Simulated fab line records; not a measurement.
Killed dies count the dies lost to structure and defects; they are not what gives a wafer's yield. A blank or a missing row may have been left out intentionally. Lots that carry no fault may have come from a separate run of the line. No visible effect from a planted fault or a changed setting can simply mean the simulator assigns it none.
A struck lot beside a sound one ; flow nandHarc ; 15 out of 1302 route steps
Sound: these wafers, L864.2, L864.3, L864.4. Struck: wafer L877.4. (L877.1, L877.6 of the same lot were not struck and are left out.) The cause comes at the end.
Per side, at each step with rows, come the tool, then ch with its chambers, and then its first start. Under that, the readings that differ: sound wafers ; struck wafers ; difference of the means ; sigmas: that difference in standard deviations of wafers without a fault.
alike: same words and numbers on both sides, and readings whose means sit less than 2 such deviations apart. not compared: any withheld reading, any reading some wafer has no value for, any bound like >300 that may hide the same value, and any number with overlapping values for which the record gives no deviation.
A row with sigmas, a row that says differs or no value, or rows on one side alone: a step with any of these is where the two part. Numbers that have no deviation but don't overlap get no sigmas and don't part them. Lack of a reading on every wafer of one side parts them only where that side has two or more wafers.

first, 5 steps without rows for these wafers: NHARC_A_CHANNEL_HOLE_D1_SOFTBAKE_05 (time 55 s); NHARC_A_CHANNEL_HOLE_D1_EBR_06; NHARC_A_CHANNEL_HOLE_D1_EXPOSE_07 (exposes mask HOLE D1, target cd 100 nm); NHARC_A_CHANNEL_HOLE_D1_PEB_08 (peb time 65 s); NHARC_A_CHANNEL_HOLE_D1_DEVELOP_09 (develop time 35 s).
NHARC_A_CHANNEL_HOLE_D1_CD_MEAS_10 targets a cd of 100 nm.
  sound on cdSem-03 ch 0, day 8 17:27; struck on cdSem-03 ch 0, day 14 19:54
  alike: cdNm
NHARC_A_CHANNEL_HOLE_D1_OVL_MEAS_11:
  sound on overlay-01 at day 8 17:32; struck on overlay-01 at day 14 19:59
  alike: overlayXNm, overlayYNm
NHARC_A_CHANNEL_HOLE_D1_INSPECT_12:
  sound on defectInspect-01 at day 8 17:35; struck on defectInspect-02 at day 14 20:01
  alike: rawDefectCount
NHARC_A_CHANNEL_HOLE_D1_DESCUM_15: chemistry O2, time 3 s.
  sound on rieDiel-08 ch 0,2,3, day 8 17:38; struck on rieDiel-08 ch 1, day 14 20:06
reading;sound;struck;difference;sigmas
oesProductAu (a.u.);1.005 1.006 1.015;0.989;-0.020;-2
  alike: drypumpMotorCurrentA, mfcArSccm, rfVppV, showerheadPlenumPTorr, throttleValvePct
  not compared: rfHoursCounterH
NHARC_A_CHANNEL_HOLE_D1_ETCH_38: etches the open film in CF4, target depth 39 nm, time 65 s.
  sound on rieDiel-08 ch 0,1,2, day 8 17:44; struck on rieDiel-08 ch 0, day 14 20:30
reading;sound;struck;difference;sigmas
oesProductAu (a.u.);1.018 1.009 1.013;0.994;-0.019;-2
  alike: biasW, drypumpMotorCurrentA, mfcArSccm, rfVppV, runLengthS, showerheadPlenumPTorr, throttleValvePct
  not compared: rfHoursCounterH
NHARC_A_CHANNEL_HOLE_D1_ETCH_39: etches the open film in N2/H2, target depth 260 nm, time 325 s.
  sound on rieDiel-08 ch 1,2,3; struck on rieDiel-08 ch 1, day 14 20:41
reading;sound;struck;difference;sigmas
oesProductAu (a.u.);1.018 1.022 1.009;0.982;-0.034;-4
  alike: biasW, drypumpMotorCurrentA, mfcArSccm, rfVppV, runLengthS, showerheadPlenumPTorr, throttleValvePct
  not compared: rfHoursCounterH
NHARC_A_CHANNEL_HOLE_D1_ETCH_34: etches the open film in CF4/CHF3, target depth 154 nm, time 77 s.
  sound on rieDiel-08 ch 0,1,3; struck on rieDiel-08 ch 2
  alike: biasW, drypumpMotorCurrentA, mfcArSccm, oesProductAu, rfVppV, runLengthS, showerheadPlenumPTorr, throttleValvePct
  not compared: rfHoursCounterH
NHARC_A_CHANNEL_HOLE_D1_ETCH_16: etches the open film in O2/COS, target depth 3100 nm, time 806 s.
  sound on rieDiel-08 ch 1,2,3, day 8 18:31; struck on rieDiel-08 ch 1, day 14 21:45
reading;sound;struck;difference;sigmas
oesProductAu (a.u.);1.016 1.013 0.997;0.985;-0.024;-3
runLengthS (s);827.5 828.5 827.3;589.7;-238.1;-99 or more
  alike: drypumpMotorCurrentA, mfcArSccm, rfVppV, showerheadPlenumPTorr, throttleValvePct
  not compared: biasW, rfHoursCounterH
NHARC_A_CHANNEL_HOLE_D1_CD_MEAS_18:
  sound on cdSem-02 at day 8 19:02; struck on cdSem-03 at day 14 22:27
  alike: cdNm
-- record jumps: 17 days between struck wafers' starts before vs after; left off in module A_CHANNEL_HOLE_D1, resumes in module END, first step shown is number 1302 of the route --
NHARC_END_SORT_01:
  sound on prober-01 ch 0, day 24 06:40; struck on prober-01 ch 0, day 31 15:02
reading;sound;struck;difference;sigmas
hold;- - -;awaitDispo/6.1h/release;no value on the sound wafers;
killedAtArray;49 70 55;671;+613;+41
killedDies;53 72 55;677;+617;+41
  alike: killedAtOther, killedAtPeriphery, killedOpen, killedShort

== WHERE THEY PART ==
At NHARC_A_CHANNEL_HOLE_D1_DESCUM_15 first; at NHARC_END_SORT_01 last (within this record only).

WHY: what had been put in by the simulator
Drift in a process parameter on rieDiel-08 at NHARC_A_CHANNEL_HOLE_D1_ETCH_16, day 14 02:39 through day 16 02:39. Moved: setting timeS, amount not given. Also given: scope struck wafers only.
